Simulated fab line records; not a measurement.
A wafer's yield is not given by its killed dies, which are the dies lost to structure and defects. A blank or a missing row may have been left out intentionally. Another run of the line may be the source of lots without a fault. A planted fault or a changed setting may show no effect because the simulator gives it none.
fab line records | flow n5Finfet | part 2 of 2: steps 4 to 6 of 6
[record] lots = 22 wafers = 66 lastDay = 18
route steps=1938 shown BEOL_M0_CUTY@708 BEOL_M0@734 BEOL_M1@754
lots that met no fault: from a run of the same line without faults
startH: the number of hours between the record's first day and the start of the first shown wafer of the lot | waitH: hours since the lot's step before | " unchanged from the row above | L1.1+2: one row covering several wafers at once | - value missing, or start not given | * or withheld: withheld | < > ~ a bound
route shown NAME@n: a module of which the file shows steps, and the number in the route of the first | usual: average and standard deviation across the fault-free wafers | same: alike in all rows | chamber/n: place in a boat | sites: per-site readings | _std_site: standard deviation across them | _edge_site: inner sites' mean taken away from outer sites' mean | radiusMm: how far each site lies from the wafer's centre | mask NAME#n: copy n | behind: the tool/chamber that last shaped the wafer | hold: cause of the lot's hold/its duration in hours/its outcome | device: the transistor (n, p or np) that didn't switch | end of line: at the end of the route, the tests of the same wafers | step lacking rows: just its recipe | killed: not the wafer's yield, but the dies lost to structure and defects at the first sort | map: a wafer's dies, x killed, . not, _ none there
set.NAME: setting as actually run; set.NAME@STEP: the setting as run at that earlier step | model.NAME: the simulator's own value behind a step, which no gauge read
a sample of lots followed through the steps of the route, with each step as a table and each wafer as a row
services: a tool's chamber out of use, with start hour (startH, from the record's first day; less than 0 if before it), hours out, and reason
[[steps]]
[step N5_BEOL_M0_SPUTTER_116]
[recipe] material = Cu targetThkA = 40 tempC = -20 chamberPressurePa = 0.07 powerW = withheld timeS = 7.37
[usual] chamberPressurePa = 0.07/0.00014 substrateTempC = -19.99/0.11 throttleValvePct = 30.2/0.95
// columns lot.wafer tool chamber startH waitH chamberPressurePa substrateTempC throttleValvePct
L074.2 pvdSputter-03 - 121.67 0.1 0.06999 -19.94 30.5
L074.4 " - " " 0.07014 -20.09 30.1
L074.6 " - " " 0.07013 -19.91 30.6
L075.1 pvdSputter-01 - 131.06 0.3 0.07012 -19.92 32.0
L075.4 " - " " 0.07003 -19.93 29.9
L075.6 " - " " 0.06999 -19.97 30.0
L076.3 pvdSputter-01 - 133.02 0.2 0.06994 -19.68 29.9
L076.5 " - " " 0.07013 -20.01 29.8
L076.6 " - " " 0.06997 -19.88 30.9
L079.1 pvdSputter-02 - 153.44 0.1 0.06994 -20.09 29.0
L079.3 " - " " 0.07032 -19.86 30.4
L079.4 " - " " 0.06976 -20.03 28.1
L080.2 pvdSputter-02 - 153.96 0.1 0.06998 -19.95 30.8
L080.3 " - " " 0.06991 -19.93 27.8
L080.6 " - " " 0.06995 -19.91 30.8
L081.3 pvdSputter-01 - 162.62 0.2 0.07023 -19.87 29.9
L081.5 " - " " 0.07002 -20.09 30.8
L081.6 " - " " 0.06999 -19.94 30.0
L082.4 pvdSputter-03 - 165.44 0.1 0.06996 -20.12 30.8
L082.5 " - " " 0.06983 -20.23 30.8
L082.6 " - " " 0.06983 -19.92 30.1
L083.4 pvdSputter-03 - 175.58 0.1 0.07005 -20.06 30.6
L083.5 " - " " 0.07001 -19.95 30.2
L083.6 " - " " 0.07014 -19.81 29.5
L085.2 pvdSputter-01 - 183.01 0.1 0.06995 -20.20 29.6
L085.3 " - " " 0.06981 -19.84 30.9
L085.5 " - " " 0.06984 -19.80 30.9
L084.3 pvdSputter-01 - 183.93 0.1 0.06988 -19.95 30.7
L084.4 " - " " 0.06992 -20.08 29.8
L084.5 " - " " 0.07005 -20.02 30.1
L086.1 pvdSputter-03 - 191.00 0.1 0.07009 -20.15 30.6
L086.3 " - " " 0.06993 -20.13 29.8
L086.5 " - " " 0.07002 -20.04 29.5
L087.1 pvdSputter-01 - 196.34 0.1 0.06999 -19.99 29.7
L087.3 " - " " 0.06974 -20.13 32.1
L087.6 " - " " 0.06987 -20.16 30.8
L088.2 pvdSputter-03 - 202.20 0.2 0.06989 -19.98 30.4
L088.4 " - " " 0.07006 -20.14 29.9
L088.5 " - " " 0.07002 -19.83 30.9
L089.4 pvdSputter-03 - 207.38 1.4 0.06996 -20.00 29.7
L089.5 " - " " 0.06964 -19.97 30.7
L089.6 " - " " 0.06991 -20.03 29.7
L090.1 pvdSputter-03 - 215.18 0.1 0.06992 -20.07 29.9
L090.3 " - " " 0.06994 -19.86 30.2
L090.5 " - " " 0.06975 -19.86 30.9
L091.3 pvdSputter-03 - 220.43 0.1 0.07011 -20.07 29.3
L091.5 " - " " 0.07 -20.01 29.3
L091.6 " - " " 0.07004 -19.99 30.6
L092.2 pvdSputter-01 - 226.22 1.9 0.07022 -19.98 30.9
L092.3 " - " " 0.06992 -19.88 31.9
L092.6 " - " " 0.07004 -20.03 30.9
L093.2 pvdSputter-03 - 231.30 1.5 0.06973 -20.05 30.6
L093.3 " - " " 0.07013 -20.04 30.1
L093.5 " - " " 0.06997 -19.76 30.8
L094.1 pvdSputter-02 - 244.69 0.1 0.06993 -19.77 30.7
L094.5 " - " " 0.07001 -20.12 29.0
L094.6 " - " " 0.07014 -19.81 28.1
L095.1 pvdSputter-02 - 249.48 0.1 0.06994 -20.05 30.8
L095.4 " - " " 0.07011 -19.90 30.9
L095.5 " - " " 0.06996 -20.03 28.3
L096.1 pvdSputter-03 - 252.61 0.1 0.06969 -20.11 30.5
L096.2 " - " " 0.07022 -19.97 29.7
L096.5 " - " " 0.07007 -19.98 29.9
L097.2 pvdSputter-03 - 261.80 0.1 0.06998 -20.09 30.3
L097.3 " - " " 0.06987 -19.88 29.4
L097.5 " - " " 0.06985 -20.10 29.6
[step N5_BEOL_M0_ANNEAL_135]
[recipe] tempC = 400 timeS = 60 ambient = vacuum
[usual] heaterPowerW = 851/71
// columns lot.wafer tool chamber startH waitH heaterPowerW
L074.2 pvdSputter-03 - 121.99 0.0 829
L074.4 " - " " 883
L074.6 " - " " 908
L075.1 pvdSputter-01 - 131.38 0.0 913
L075.4 " - " " 932
L075.6 " - " " 932
L076.3 pvdSputter-01 - 133.34 0.0 909
L076.5 " - " " 784
L076.6 " - " " 739
L079.1 pvdSputter-02 - 153.76 0.0 867
L079.3 " - " " 919
L079.4 " - " " 987
L080.2 pvdSputter-02 - 154.28 0.0 719
L080.3 " - " " 975
L080.6 " - " " 741
L081.3 pvdSputter-01 - 162.94 0.0 781
L081.5 " - " " 747
L081.6 " - " " 789
L082.4 pvdSputter-03 - 165.76 0.0 924
L082.5 " - " " 888
L082.6 " - " " 850
L083.4 pvdSputter-03 - 175.90 0.0 919
L083.5 " - " " 843
L083.6 " - " " 809
L085.2 pvdSputter-01 - 183.33 0.0 908
L085.3 " - " " 733
L085.5 " - " " 740
L084.3 pvdSputter-01 - 184.25 0.0 747
L084.4 " - " " 932
L084.5 " - " " 798
L086.1 pvdSputter-03 - 191.32 0.0 809
L086.3 " - " " 813
L086.5 " - " " 807
L087.1 pvdSputter-01 - 196.66 0.0 791
L087.3 " - " " 880
L087.6 " - " " 763
L088.2 pvdSputter-03 - 202.52 0.0 833
L088.4 " - " " 813
L088.5 " - " " 924
L089.4 pvdSputter-03 - 207.70 0.0 794
L089.5 " - " " 918
L089.6 " - " " 822
L090.1 pvdSputter-03 - 215.50 0.0 803
L090.3 " - " " 817
L090.5 " - " " 922
L091.3 pvdSputter-03 - 220.75 0.0 799
L091.5 " - " " 822
L091.6 " - " " 936
L092.2 pvdSputter-01 - 226.54 0.0 747
L092.3 " - " " 905
L092.6 " - " " 741
L093.2 pvdSputter-03 - 231.62 0.0 852
L093.3 " - " " 855
L093.5 " - " " 930
L094.1 pvdSputter-02 - 245.01 0.0 931
L094.5 " - " " 869
L094.6 " - " " 990
L095.1 pvdSputter-02 - 249.80 0.0 901
L095.4 " - " " 764
L095.5 " - " " 990
L096.1 pvdSputter-03 - 252.93 0.0 838
L096.2 " - " " 798
L096.5 " - " " 804
L097.2 pvdSputter-03 - 262.12 0.0 837
L097.3 " - " " 823
L097.5 " - " " 806
[step N5_BEOL_M1_HM_DEP_02]
[recipe] material = TiN targetThkA = 200 tempC = 25 chamberPressurePa = 0.49996
[usual] chamberPressurePa = 0.4999/0.0008 substrateTempC = 24.99/0.11 throttleValvePct = 30.0/0.97
// columns lot.wafer tool chamber startH waitH chamberPressurePa substrateTempC throttleValvePct
L074.2 pvdSputter-01 - 123.87 0.6 0.4985 24.92 29.9
L074.4 " - " " 0.4977 25.06 29.7
L074.6 " - " " 0.4992 24.92 29.8
L075.1 pvdSputter-02 - 133.31 0.5 0.4995 24.98 28.2
L075.4 " - " " 0.4998 24.98 28.7
L075.6 " - " " 0.4986 25.11 29.0
L076.3 pvdSputter-03 - 136.53 1.7 0.4992 24.87 29.8
L076.5 " - " " 0.4997 25.05 30.0
L076.6 " - " " 0.4993 24.96 30.6
L079.1 pvdSputter-03 - 155.66 0.6 0.4984 25.11 30.8
L079.3 " - " " 0.5001 24.89 30.0
L079.4 " - " " 0.5003 24.93 29.7
L080.2 pvdSputter-02 - 155.80 0.2 0.4998 24.99 30.7
L080.3 " - " " 0.4991 25.23 28.2
L080.6 " - " " 0.5002 24.97 30.7
L081.3 pvdSputter-03 - 164.49 0.1 0.5012 25.12 30.2
L081.5 " - " " 0.5001 24.91 30.7
L081.6 " - " " 0.5003 25.17 30.0
L082.4 pvdSputter-03 - 167.08 0.0 0.5005 24.75 29.7
L082.5 " - " " 0.5005 24.99 29.5
L082.6 " - " " 0.5007 24.98 30.9
L083.4 pvdSputter-03 - 178.66 1.2 0.4999 24.91 29.6
L083.5 " - " " 0.4995 24.96 29.8
L083.6 " - " " 0.5000 24.90 31.0
L085.2 pvdSputter-03 - 184.80 0.2 0.4999 25.09 31.2
L085.3 " - " " 0.4988 24.90 30.1
L085.5 " - " " 0.4992 25.22 29.7
L084.3 pvdSputter-01 - 186.96 1.4 0.5007 25.13 29.8
L084.4 " - " " 0.4986 25.12 29.9
L084.5 " - " " 0.5003 24.96 30.8
L086.1 pvdSputter-02 - 194.36 1.8 0.4989 24.97 28.0
L086.3 " - " " 0.5011 25.06 31.1
L086.5 " - " " 0.4999 24.89 28.1
L087.1 pvdSputter-01 - 198.92 0.7 0.4996 24.95 29.7
L087.3 " - " " 0.4996 25.02 32.2
L087.6 " - " " 0.5005 25.03 29.5
L088.2 pvdSputter-01 - 204.46 0.6 0.4999 24.92 29.5
L088.4 " - " " 0.5006 25.08 30.9
L088.5 " - " " 0.4994 24.98 29.7
L089.4 pvdSputter-02 - 210.91 1.7 0.4991 25.09 28.9
L089.5 " - " " 0.5015 25.19 28.9
L089.6 " - " " 0.5002 25.04 28.1
L090.1 pvdSputter-02 - 217.71 0.9 0.5006 25.03 30.5
L090.3 " - " " 0.4991 24.96 28.0
L090.5 " - " " 0.5004 24.76 29.0
L091.3 pvdSputter-03 - 223.15 0.8 0.4997 24.97 30.1
L091.5 " - " " 0.4999 25.08 30.4
L091.6 " - " " 0.4994 24.92 30.0
L092.2 pvdSputter-02 - 228.53 0.7 0.5011 25.06 28.9
L092.3 " - " " 0.4997 25.07 31.0
L092.6 " - " " 0.4987 24.72 28.0
L093.2 pvdSputter-01 - 233.70 0.8 0.4992 24.96 30.8
L093.3 " - " " 0.5003 24.87 32.2
L093.5 " - " " 0.5002 24.89 29.9
L094.1 pvdSputter-03 - 246.64 0.4 0.5003 25.14 30.2
L094.5 " - " " 0.5016 24.79 30.8
L094.6 " - " " 0.5001 25.12 30.2
L095.1 pvdSputter-02 - 251.28 0.2 0.5001 25.11 31.1
L095.4 " - " " 0.4993 24.90 30.4
L095.5 " - " " 0.4989 25.02 28.1
L096.1 pvdSputter-03 - 255.17 1.0 0.5000 25.10 29.6
L096.2 " - " " 0.5014 24.84 30.2
L096.5 " - " " 0.5000 24.84 29.6
L097.2 pvdSputter-03 - 264.44 0.1 0.4999 25.01 29.5
L097.3 " - " " 0.5009 25.14 30.7
L097.5 " - " " 0.5015 25.07 30.9
[[services]]
// columns tool chamber startH hours kind
rieDiel-05 - 147.49 16.3 repair
pvdSputter-02 - 162.27 23.5 repair
rieDiel-01 1 164.18 2.6 repair
rieDiel-01 3 181.79 - clean
rieDiel-01 3 181.79 - consumableReplace:focusRing
rieDiel-01 3 181.79 19.2 scheduledDown
rieDiel-01 3 181.79 19.2 ventCycle
rieDiel-06 2 186.97 - clean
rieDiel-06 2 186.97 - consumableReplace:focusRing
rieDiel-06 2 186.97 - consumableReplace:showerhead
rieDiel-06 2 186.97 13.7 scheduledDown
rieDiel-06 2 186.97 13.7 ventCycle
rieDiel-05 2 197.50 - clean
rieDiel-05 2 197.50 - consumableReplace:focusRing
rieDiel-05 2 197.50 21.7 scheduledDown
rieDiel-05 2 197.50 21.7 ventCycle
rieDiel-05 - 220.37 0.1 repair
rieDiel-05 - 242.12 2.8 pm
rieDiel-05 0 249.32 13.7 repair
rieDiel-06 3 249.67 - clean
rieDiel-06 3 249.67 - consumableReplace:focusRing
rieDiel-06 3 249.67 - consumableReplace:showerhead
rieDiel-06 3 249.67 21.2 scheduledDown
rieDiel-06 3 249.67 21.2 ventCycle
